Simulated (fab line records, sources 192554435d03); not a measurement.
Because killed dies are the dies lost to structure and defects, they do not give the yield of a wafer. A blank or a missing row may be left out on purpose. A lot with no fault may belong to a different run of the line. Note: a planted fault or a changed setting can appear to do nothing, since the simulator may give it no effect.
Which tool did it? ; flow n5 finfet ; 9 lots, 27 wafers sampled, at 2 steps of a route of 1938

WHAT EACH GAUGE READ, for each wafer
N5_BEOL_M2_CD_MEAS_28: target cd 26.2 nm, target cd y 24.1 nm.
lot;measured;on;cd nm (nm)
L170;day 8 09:01;cd sem-01;26.37 25.79 26.01
L173;day 8 16:32;cd sem-01;26.73 26.05 26.37
L174;day 9 03:38;cd sem-02;26.22 26.33 26.44
L175;day 9 10:55;cd sem-03;27.01 26.16 26.50
L178;day 10 06:02;cd sem-02;26.11 26.20 26.18
L180;day 10 14:56;cd sem-01;25.97 26.61 26.53
L181;day 10 19:12;cd sem-03;26.57 26.26 25.95
L184;day 11 08:57;cd sem-02;26.09 26.31 26.35
L186;day 12 01:06;cd sem-03;26.23 26.57 26.36

TOOL THAT RAN EACH LOT (tool first, then ch and the chambers of the sampled wafers, then the start)
lot;N5_BEOL_M2_STRIP_66
L170;rie diel-05 ch 0,2,3, day 8 08:28
L173;rie diel-04 ch 0,3, day 8 15:52
L174;rie diel-05 ch 0,2, day 9 03:02
L175;rie diel-04 ch 2,3, day 9 10:08
L178;rie diel-01 ch 0,2, day 10 05:22
L180;rie diel-04 ch 1,2,3, day 10 14:23
L181;rie diel-04 ch 1,2,3, day 10 18:40
L184;rie diel-04 ch 2,3, day 11 08:17
L186;rie diel-04 ch 0,1,2, day 12 00:22
- N5_BEOL_M2_STRIP_66: strips in CF4.

THE ANSWER, worked out from the rows above alone
Rule: what is usual is taken from the lots themselves. Put in order of their means at a reading, lots are off if they are a third of the lots or fewer, leave a main group of 4 or more, and stand apart from it by a gap of 3 or more times the standard deviation of the main group's means; of several such gaps the widest counts. The tables above print the reading to a certain number of digits; a main group whose means all agree to those digits is not used. A lot without any number at a reading at which 4 lots or more have one is off too. All remaining lots with rows at the step are treated as sound.
No lot is off on any of the readings shown, so nothing can be concluded from this.

WHAT WAS PUT IN BY THE SIMULATOR
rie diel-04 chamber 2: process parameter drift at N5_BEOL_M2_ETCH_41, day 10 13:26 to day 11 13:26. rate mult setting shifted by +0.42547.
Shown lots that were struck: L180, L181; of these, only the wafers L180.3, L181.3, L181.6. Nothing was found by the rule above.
